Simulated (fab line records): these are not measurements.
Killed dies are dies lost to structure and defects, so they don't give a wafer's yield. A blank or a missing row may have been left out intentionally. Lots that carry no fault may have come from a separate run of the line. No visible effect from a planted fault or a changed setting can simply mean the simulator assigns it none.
Code-filled problem report in 8D (eight disciplines) form    flow n5 finfet    the parts of the form that need people (team, actions taken, sign-off) are left out
Where a reading is given only as a bound, like >300, the bound stands for it, and a mean or a difference that rests on one is marked > or <: the true number lies beyond.

1. PROBLEM STATEMENT
raw defect count at N5_SD_EPI_N_INSPECT_26 reads a mean of 1648 on 6 wafers of 2 lots; wafers without a fault read 219 with a standard deviation of 42. That puts it +34 standard deviations away from the usual mean.
The step: inspects for defects (darkfield).
First seen on wafer L753.2, day 6 00:07, on defect inspect-02. Wafers with a number at this step in the record: 24, from 8 lots. By rule, "out" or "out of limits" means more than 4 standard deviations away from the usual mean. The rest of the wafers with a number are treated as sound.

2. WHAT IT IS, WHAT IT ISN'T
question                     is                      is not
which readings at this step  raw defect count        -
which lots                   L753, L754              L743, L746, L747, L760, L765, L766
which wafers of those lots   all that have a number  -
read on which gauges         defect inspect-02       defect inspect-01
when                         from day 6 00:07        up to then (9 sound wafers); but 9 sound wafers of L760, L765, L766 came after

3. SUSPECTS, AND WHAT RULES EACH OUT
Counting: a tool at any process step up to the reading remains a suspect when it ran all the lots that are out and ran no sound lot after the first of those.
- the gauge at N5_SD_EPI_N_INSPECT_26: ruled out. All the wafers that are out were read on defect inspect-02, but those of them that N5_PASSIVATION_PROBE_49 has rows for are out there too, on other tools.
- rie diel-04 at N5_SD_EPI_N_ETCH_34 (etches SiARC in CF4, target depth 45.5 nm, time 75.8 s): kept. It processed each lot that is out, first L753 at day 5 17:02, and no sound lot thereafter; up to then, the last sound lot it processed was L747 at day 4 05:08.
- rie diel-04 at N5_SD_EPI_N_ETCHBACK_44 (etches SiNx in CH3F/O2, stops on SiO2, target depth 14.5 nm): kept. It processed each lot that is out, first L753 at day 5 17:25, and no sound lot thereafter; up to then, the last sound lot it processed was L747 at day 4 05:31.
- rie diel-04 at N5_SD_EPI_N_ETCH_45 (etches SiOCN in CH3F/O2, target depth 6 nm): kept. It processed each lot that is out, first L753 at day 5 17:31, and no sound lot thereafter; up to then, the last sound lot it processed was L747 at day 4 05:37.
rie diel-04 at N5_SD_EPI_N_ETCH_34, rie diel-04 at N5_SD_EPI_N_ETCHBACK_44 and rie diel-04 at N5_SD_EPI_N_ETCH_45 are what is left after counting.

4. THE CAUSE (what the simulator had put in)
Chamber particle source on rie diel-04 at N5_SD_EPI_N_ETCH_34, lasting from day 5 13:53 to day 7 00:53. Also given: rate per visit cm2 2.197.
Counting left 3 suspects, and this tool is among them.

5. SEQUENCE OF EFFECTS, ordered by route
Each row: a reading where the mean over the struck wafers with a number is more than 3 standard deviations away from the usual. Only readings for which the record gives a usual standard deviation are gone through. hours: the time from each lot's start at the first step in this table that gives one to its start at this step, as a median over the lots. sigmas: the change in usual standard deviations.
hours  step                     reading               usual   on struck wafers  change  sigmas
0      N5_SD_EPI_N_INSPECT_26   raw defect count      219     1648              +1430   +34
0      N5_SD_EPI_P_INSPECT_11   raw defect count      2.2     >300              >+298   +99 or more
231    N5_PASSIVATION_PROBE_49  defect limited yield  91.3 %  81.9              -9.4    -6.3
231    N5_PASSIVATION_PROBE_49  killed at front end   39      158               +119    +9.2
231    N5_PASSIVATION_PROBE_49  killed dies           103     214               +111    +6.2
231    N5_PASSIVATION_PROBE_49  sort_bin_5_function   5.1 %   10.3              +5.2    +5.3
231    N5_PASSIVATION_PROBE_49  sort n pass           1077    966               -111    -6.2
231    N5_PASSIVATION_PROBE_49  sort yield pct        91.2 %  81.9              -9.3    -6.2
Process steps it contains:
- N5_PASSIVATION_PROBE_49
At these later measuring or inspecting steps, every struck wafer for which the step has a row has a number for every such reading, and none has moved that far: N5_BEOL_M4_RC_MEAS_101.

6. WHAT WOULD HAVE CAUGHT IT SOONER
The first out-of-limits reading at a measuring or inspecting step in this record came at day 6 00:07, 10 hours after the fault's start at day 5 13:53.
Tool readings at N5_SD_EPI_N_ETCH_34 with a usual standard deviation given in the record: none out on any struck wafer, hence no alarm at a limit of 4 standard deviations on them.
Lots out: 2; all had begun N5_SD_EPI_N_ETCH_34 on rie diel-04 by day 6 00:07. A hold on the tool at that time would have spared none of them.
